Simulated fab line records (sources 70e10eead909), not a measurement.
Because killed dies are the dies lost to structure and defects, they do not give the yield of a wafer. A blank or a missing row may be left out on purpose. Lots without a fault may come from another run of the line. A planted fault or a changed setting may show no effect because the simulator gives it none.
Comparing a struck lot with a sound one + flow nand_harc + 40 out of 1159 route steps
Sound: wafers L322.1, L322.4, L322.5. The struck wafers were L329.2, L329.3, L329.6. At the end, the cause is stated.
At each step with rows: each side's tool, then ch and its chambers, then its first start. Under that, the readings that differ: sound wafers + struck wafers + difference of the means + sigmas: that difference in standard deviations of wafers without a fault.
alike: same words and numbers on both sides, and readings whose means sit less than 2 such deviations apart. not compared: any withheld reading, any reading some wafer has no value for, any bound like >300 that may hide the same value, and any number with overlapping values for which the record gives no deviation.
A row with sigmas, a row that says differs or no value, or rows on one side alone: a step with any of these is where the two part. Non-overlapping numbers with no deviation appear without sigmas and do not part them. A reading that every wafer of one side lacks parts them only if that side has two wafers or more.

NHARC_A_BLC_OVL_MEAS_11:
  struck on overlay-01, day 19 17:08; sound on overlay-01, day 17 18:31
| reading           | sound          | struck      | difference | sigmas |
|-------------------|----------------|-------------|------------|--------|
| overlay_x_nm (nm) | -2.1 -1.6 -1.4 | 0.6 0.7 1.1 | +2.5       | +3     |
  alike: overlay_y_nm
NHARC_A_BLC_INSPECT_12:
  struck on defect_inspect-01, day 19 17:10; sound on defect_inspect-02, day 17 18:34
  alike: raw_defect_count
then, 2 steps without rows for these wafers: NHARC_A_BLC_DESCUM_15 (chemistry O2, time 3 s); NHARC_A_BLC_ETCH_16 (etches the open film in CF4, target depth 39 nm, time 65 s).
NHARC_A_BLC_ETCH_17: etches the open film in N2/H2, target depth 390 nm, time 609.38 s.
  sound: rie_diel-02 ch 0,1; struck: rie_diel-13 ch 1,2,3
  alike: drypump_motor_current_A, n2_flow_sccm, oes_product_au, rf_vpp_V, showerhead_plenum_p_Torr, throttle_valve_pct
  not compared: rf_hours_counter_h
then, 1 step without rows for these wafers: NHARC_A_BLC_ETCH_18 (etches the open film in C4F8/O2/Ar, target depth 910 nm).
NHARC_A_BLC_CD_MEAS_19:
  struck on cd_sem-02, day 19 18:13; sound on cd_sem-02, day 17 19:36
  alike: cd_nm
NHARC_A_BLC_STRIP_29: strips in CF4.
  sound on rie_diel-13 ch 1,2, day 17 19:41; struck on rie_diel-02 ch 0,1,2, day 19 18:18
  alike: drypump_motor_current_A, oes_product_au, rf_vpp_V, showerhead_plenum_p_Torr, throttle_valve_pct
  not compared: rf_hours_counter_h
then, 4 steps without rows for these wafers: NHARC_A_BLC_STRIP_21 (strips in O2); NHARC_A_BLC_STRIP_22 (strips in post etch residue remover, time 600 s); NHARC_A_BLC_DEGAS_30 (time 60 s); NHARC_A_BLC_PRE_CLEAN_31 (time 15 s).
NHARC_A_BLC_PVD_32: deposits Ti, target thk 5 nm, time 17.7 s.
  struck on pvd_sputter-03, day 19 18:56; sound on pvd_sputter-01, day 17 20:22
  alike: throttle_valve_pct
then, 14 steps without rows for these wafers: NHARC_A_BLC_ALD_23 (deposits TiN, target thk 3 nm, pulse time 1 s, ald cycles 150); NHARC_A_BLC_CVD_24 (deposits W, target thk 150 nm, time 434 s); NHARC_A_BLC_CMP_25 (polishes, t overpolish 30 s, target thk 150 nm); NHARC_A_BLC_SRD_27; NHARC_A_M0_DEP_00 (deposits SiOC, target thk 150 nm); NHARC_A_M0_DEHYDRATE_01 (time 120 s); NHARC_A_M0_HMDS_02 (time 30 s); NHARC_A_M0_COAT_33 (time 65 s); NHARC_A_M0_COAT_03 (resist thk 90 nm); NHARC_A_M0_SOFTBAKE_04 (time 55 s); NHARC_A_M0_EBR_05; NHARC_A_M0_EXPOSE_06 (exposes mask A M0, target cd 80 nm); NHARC_A_M0_PEB_07 (peb time 65 s); NHARC_A_M0_DEVELOP_08 (develop time 35 s).
NHARC_A_M0_CD_MEAS_09: the cd target is 80 nm.
  sound on cd_sem-03 ch 0, day 18 04:31; struck on cd_sem-02 ch 0, day 19 21:27
  alike: cd_nm
NHARC_A_M0_OVL_MEAS_10: pitch 160 nm.
  struck on overlay-01, day 19 21:32; sound on overlay-02, day 18 04:37
  alike: overlay_x_nm, overlay_y_nm
then, 1 step without rows for these wafers: NHARC_A_M0_DESCUM_14 (chemistry O2, time 3 s).
NHARC_A_M0_ETCH_34: etches the open film in N2/H2, target depth 40 nm, overetch 12 nm, time 43.94 s.
  sound on rie_diel-01 ch 0,1,3, day 18 04:48; struck on rie_diel-01 ch 0,3, day 19 21:43
  alike: drypump_motor_current_A, n2_flow_sccm, oes_product_au, rf_vpp_V, showerhead_plenum_p_Torr, throttle_valve_pct
  not compared: rf_hours_counter_h
NHARC_A_M0_ETCH_15: etches the open film in C4F8/Ar, target depth 150 nm, overetch 15 nm, time 82.5 s.
  sound: rie_diel-01 ch 0,1,3; struck: rie_diel-01 ch 0,1,3
  alike: oes_product_au, rf_vpp_V
  not compared: rf_hours_counter_h
NHARC_A_M0_CD_MEAS_16:
  struck on cd_sem-02, day 19 21:56; sound on cd_sem-03, day 18 05:01
  alike: cd_nm
then, 4 steps without rows for these wafers: NHARC_A_M0_STRIP_18 (strips in N2/H2); NHARC_A_M0_STRIP_19 (strips in post etch residue remover, time 600 s); NHARC_A_M0_DEGAS_28 (time 60 s); NHARC_A_M0_PRE_CLEAN_29 (time 30 s).
NHARC_A_M0_PVD_20: deposits TaN, target thk 5 nm, time 8.06 s.
  sound on pvd_sputter-03; struck on pvd_sputter-03
  alike: throttle_valve_pct
then, 1 step without rows for these wafers: NHARC_A_M0_PVD_21 (deposits Cu, target thk 30 nm, time 20.49 s).
-- break in the record here, with 2 days between the starts of the struck wafers on either side (left off in module A_M0, picked up again in module END, where the first step shown is number 1159 on the route) --
NHARC_END_SORT_01:
  here the record holds rows for the struck wafers (prober-01 ch 0, day 21 23:52) but none for the sound ones

== WHERE THEY PART ==
Last at NHARC_END_SORT_01 as far as this record goes, first at NHARC_A_BLC_OVL_MEAS_11.

WHY: whatever the simulator had introduced
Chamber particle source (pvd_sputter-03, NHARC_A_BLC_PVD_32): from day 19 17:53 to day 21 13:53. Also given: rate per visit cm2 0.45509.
